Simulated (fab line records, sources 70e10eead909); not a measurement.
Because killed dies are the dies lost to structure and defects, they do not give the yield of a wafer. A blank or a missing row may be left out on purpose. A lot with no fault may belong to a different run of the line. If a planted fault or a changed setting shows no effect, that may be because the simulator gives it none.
Chamber matching ; flow nand_harc ; 3 sister chambers for NHARC_THIN_TSV_DEP_43 on pecvd-02
The step deposits SiO2, target thk 1328.5 nm. 6 wafers are shown with their chamber, then 6 later ones without.

== EACH WAFER AND ITS CHAMBER ==
wafer;chamber;throttle_valve_pct (%);rf_fwd_power_W (W)
L984.4;1;15.1;897.9
L989.1;2;15.1;897.7
L989.3;1;14.9;901.0
L100.1;0;16.4;893.6
L100.3;2;15.2;898.6
L100.4;0;16.4;897.6

== WAFERS WHOSE CHAMBER IS MISSING ==
wafer;throttle_valve_pct (%);rf_fwd_power_W (W)
L102.1;15.4;895.0
L102.2;16.3;898.0
L102.5;14.8;899.9
L104.2;14.8;900.2
L104.3;16.4;896.3
L104.4;15.1;899.5

== THE CHAMBER EACH PASSED THROUGH ==
wafer;from the rows above;in truth
L102.1;can't be placed: 2 or 1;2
L102.2;0;0
L102.5;can't be placed: 1 or 2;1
L104.2;can't be placed: 1 or 2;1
L104.3;0;0
L104.4;can't be placed: 2 or 1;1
Correctly placed: 2 of 6. Can't be placed from these rows: 4 (the true chamber is among the candidates in 4). 0 placed wrongly.
How it was worked out, from the rows above alone: a wafer's distance from a chamber is the root of the sum, over the readings, of the square of ((its reading less the chamber's mean) divided by the reading's scatter). If the next closest chamber is less than 2 further off than the closest, the wafer can't be placed; otherwise it belongs to the closest. A chamber's mean is the mean of its shown wafers. The scatter: take each reading less its chamber's mean, square it, sum over the shown wafers, divide by the number of wafers less the number of chambers, and take the root.
